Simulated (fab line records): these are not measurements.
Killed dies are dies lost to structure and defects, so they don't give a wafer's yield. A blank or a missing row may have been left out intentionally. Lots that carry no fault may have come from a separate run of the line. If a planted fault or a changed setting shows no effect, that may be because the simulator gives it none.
fab line records    flow n5_finfet
record lots=7  wafers=39
route steps=1938 shown FIN_SAQP@125 FIN_CUT@174 DUMMY_GATE@228 SD_EPI_P@300 MOL_CONTACT_COAG@537 BEOL_M4@1111
start_h: hours from the record's opening day to when the first of the lot's shown wafers began    wait_h: hours since the lot's step before    " identical to the entry in the row above    L1.1+2: one row covering several wafers at once    - no value, or no start given    * or withheld: withheld    < > ~ a bound
route shown NAME@n: a module of which the file shows steps, and the number in the route of the first    usual: mean/standard deviation of fault-free wafers    same: alike in all rows    chamber/n: place in a boat    sites: the reading at each site    _std_site: the values' standard deviation    _edge_site: inner sites' mean taken away from outer sites' mean    radius_mm: for every site, how far away it sits from the centre of the wafer    mask NAME#n: copy n    behind: the last tool/chamber to shape the wafer    hold: the reason the lot was held/the length of the hold in hours/how it ended    device: the transistor (n, p or np) that didn't switch    end of line: tests run on the same wafers once the route is complete    step lacking rows: just its recipe    killed: count of dies lost to structure and defects at first sort (not the wafer's yield)    map: shows each die of a wafer: x if killed, . if not, _ if none is there
set.NAME: the setting as run; set.NAME@STEP: as run at that earlier step    model.NAME: the simulator's own value behind a step, which no gauge read
lots with deliberately changed settings; one table per step, one row per wafer
## steps
# step N5_FIN_SAQP_SPACER1_ALD_24
# recipe material=SiO2  target_thk_a=203  temp_c=300  ald_precursor_family=BDEAS  ald_co_reactant=O2-plasma  pulse_time_s=1  purge_time_s=2  co_reactant_purge_time_s=2  ald_cycles=218  pressure_torr=2
# step N5_FIN_CUT_CUT_ETCH_27
# recipe chemistry=CHF3/O2  target=SiO2  target_depth_a=40  mask_material=SOC  overetch_a=20  time_s=4.9  pressure_mtorr=30  source_w=650  bias_w=170  Ar_flow_sccm=200  CHF3_flow_sccm=50  O2_flow_sccm=5  ion_energy_ev=200
# step N5_DUMMY_GATE_EXPOSE_12
# recipe mask_id=GATE  na=0.33  source_shape=annular  sigma_inner=0.2  sigma_outer=0.6  polarization=unpolarized  target_cd_nm=25  dose_mj=34
# step N5_DUMMY_GATE_ETCH_32
# recipe chemistry=CF4  target=SiO2  target_depth_a=35  time_s=3.9  ion_energy_ev=350  pressure_mtorr=10  icp_w=800  bias_w=400  cf4_flow_sccm=80
# step N5_DUMMY_GATE_ETCH_42
# recipe chemistry=CHF3/O2  target=SiO2  target_depth_a=35  time_s=31  ion_energy_ev=30  bias_w=12  pressure_mtorr=30  source_w=600  Ar_flow_sccm=200  CHF3_flow_sccm=50  O2_flow_sccm=5
# step N5_SD_EPI_P_EXPOSE_06
# recipe mask_id=SD_P_BLK  na=1.35  source_shape=conventional  sigma_outer=0.8  polarization=unpolarized  target_cd_nm=240  dose_mj=39.5
# step N5_MOL_CONTACT_COAG_ETCH_15
# recipe chemistry=CH3F/O2  target=SiNx  target_depth_a=70  mask_material=SOC  stop_on=Si:P  over_etch_frac=0.75  ion_energy_ev=120  pressure_mtorr=30  source_w=395  bias_w=73  Ar_flow_sccm=150  CH3F_flow_sccm=30  O2_flow_sccm=20
# step N5_MOL_CONTACT_COAG_ALD_133
# recipe material=SiO2  target_thk_a=50  temp_c=100  ald_precursor_family=BDEAS  ald_co_reactant=O2-plasma  pulse_time_s=1  co_reactant_pulse_time_s=1  purge_time_s=2  co_reactant_purge_time_s=2  ald_cycles=35  pressure_torr=2
# step N5_BEOL_M4_RC_MEAS_101
# usual DIBL_N=36.4/1.2
lot.wafer  tool       chamber  start_h  wait_h  set.temp_c@FIN_SAQP_SPACER1_ALD_24  set.target_depth_a@FIN_CUT_CUT_ETCH_27  set.dose_mj@DUMMY_GATE_EXPOSE_12  set.time_s@DUMMY_GATE_ETCH_32  set.bias_w@DUMMY_GATE_ETCH_42  set.dose_mj@SD_EPI_P_EXPOSE_06  set.target_depth_a@MOL_CONTACT_COAG_ETCH_15  set.temp_c@MOL_CONTACT_COAG_ALD_133  DIBL_N[mV/V]
L074.1     prober-02  0        166.45   0.0     300                                 34.95                                   34                                3.9                            10.16                          39.5                            70                                           100                                  36.9
L074.2     "          0        "        "       300                                 40                                      35.35                             4.217                          12                             37.51                           70                                           100                                  39.9
L074.3     "          0        "        "       300                                 40                                      34                                3.9                            10.16                          37.51                           70                                           100                                  35.5
L074.4     "          0        "        "       300                                 34.95                                   35.35                             3.9                            12                             37.51                           70                                           100                                  37.1
L074.5     "          0        "        "       300                                 34.95                                   34                                4.217                          12                             39.5                            70                                           100                                  35.9
L074.6     "          0        "        "       300                                 40                                      35.35                             4.217                          10.16                          39.5                            70                                           100                                  38.5
L079.1     prober-01  0        193.63   0.0     288.2                               40                                      31.36                             3.9                            10.13                          36.89                           73.31                                        100                                  32.0
L079.2     "          0        "        "       288.2                               40                                      34                                3.9                            12                             36.89                           73.31                                        100                                  35.2
L079.3     "          0        "        "       300                                 37.62                                   34                                3.9                            10.13                          36.89                           70                                           96.8                                 35.2
L079.4     "          0        "        "       300                                 37.62                                   31.36                             3.9                            12                             39.5                            73.31                                        96.8                                 31.0
L079.5     "          0        "        "       288.2                               37.62                                   31.36                             3.9                            10.13                          39.5                            70                                           96.8                                 30.4
L079.6     "          0        "        "       300                                 40                                      34                                3.9                            12                             39.5                            70                                           100                                  34.8
L083.1     prober-02  0        222.04   0.0     295.8                               40                                      36.07                             3.9                            12                             39.5                            70                                           100                                  40.9
L083.2     "          0        "        "       295.8                               40                                      34                                3.9                            12                             36.67                           70                                           100                                  37.3
L083.3     "          0        "        "       300                                 40                                      36.07                             4.254                          12                             36.67                           70                                           100                                  42.4
L083.4     "          0        "        "       300                                 40                                      34                                3.9                            12                             39.5                            70                                           100                                  36.9
L083.5     "          0        "        "       295.8                               40                                      36.07                             4.254                          12                             39.5                            70                                           100                                  40.4
L083.6     "          0        "        "       300                                 40                                      34                                4.254                          12                             36.67                           70                                           100                                  38.8
L086.1     prober-01  0        227.28   0.0     310.9                               40                                      34                                4.361                          12                             37.59                           61.07                                        100                                  34.6
L086.2     "          0        "        "       310.9                               44.5                                    33.32                             4.361                          12                             39.5                            61.07                                        100                                  34.2
L086.3     "          0        "        "       300                                 40                                      33.32                             3.9                            12                             39.5                            70                                           100                                  32.9
L086.4     "          0        "        "       300                                 44.5                                    34                                3.9                            13.08                          39.5                            70                                           100                                  33.5
L086.5     "          0        "        "       310.9                               40                                      34                                3.9                            13.08                          37.59                           70                                           100                                  36.6
L086.6     "          0        "        "       300                                 44.5                                    33.32                             4.361                          13.08                          37.59                           61.07                                        100                                  34.6
L092.1     prober-01  0        282.70   0.0     300                                 38.56                                   34                                3.9                            12                             37.75                           70                                           98.28                                36.6
L092.2     "          0        "        "       300                                 38.56                                   34                                4.651                          12                             39.5                            70                                           98.28                                35.1
L092.3     "          0        "        "       300                                 40                                      34                                4.651                          12                             37.75                           64.73                                        100                                  35.1
L092.4     "          0        "        "       300                                 40                                      34                                3.9                            13.98                          39.5                            64.73                                        98.28                                33.6
L092.5     "          0        "        "       300                                 38.56                                   34                                4.651                          13.98                          37.75                           70                                           100                                  34.9
L092.6     "          0        "        "       300                                 40                                      34                                3.9                            13.98                          39.5                            64.73                                        100                                  34.4
L096.1     prober-02  0        314.63   0.0     300                                 40                                      34                                3.517                          10.96                          36.9                            70                                           100                                  37.1
L096.2     "          0        "        "       300                                 40                                      34                                3.9                            12                             36.9                            70                                           100                                  36.5
L096.3     "          0        "        "       300                                 40                                      34                                3.517                          10.96                          36.9                            62.26                                        100                                  38.1
L096.4     "          0        "        "       300                                 40                                      34                                3.9                            10.96                          39.5                            62.26                                        100                                  35.9
L096.5     "          0        "        "       300                                 40                                      34                                3.517                          12                             39.5                            70                                           100                                  36.1
L096.6     "          0        "        "       300                                 40                                      34                                3.9                            12                             39.5                            62.26                                        100                                  36.1
L097.1     prober-01  0        314.74   0.0     300                                 40                                      34                                3.9                            12                             39.5                            70                                           100                                  35.8
L097.4     "          0        "        "       300                                 40                                      34                                3.9                            12                             39.5                            70                                           100                                  36.7
L097.5     "          0        "        "       300                                 40                                      34                                3.9                            12                             39.5                            70                                           100                                  35.1
## key
split step=N5_FIN_SAQP_SPACER1_ALD_24  setting=temp_c  stated_as=300
response none clear
split step=N5_FIN_CUT_CUT_ETCH_27  setting=target_depth_a  stated_as=40
response none clear
split step=N5_DUMMY_GATE_EXPOSE_12  setting=dose_mj  stated_as=34
response step=N5_BEOL_M4_RC_MEAS_101  reading=DIBL_N  slope=+0.521  per=1%  together_with=all  explained=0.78
split step=N5_DUMMY_GATE_ETCH_32  setting=time_s  stated_as=3.9
response none clear
split step=N5_DUMMY_GATE_ETCH_42  setting=bias_w  stated_as=12
response none clear
split step=N5_SD_EPI_P_EXPOSE_06  setting=dose_mj  stated_as=39.5
response none clear
split step=N5_MOL_CONTACT_COAG_ETCH_15  setting=target_depth_a  stated_as=70
response none clear
split step=N5_MOL_CONTACT_COAG_ALD_133  setting=temp_c  stated_as=100
response none clear
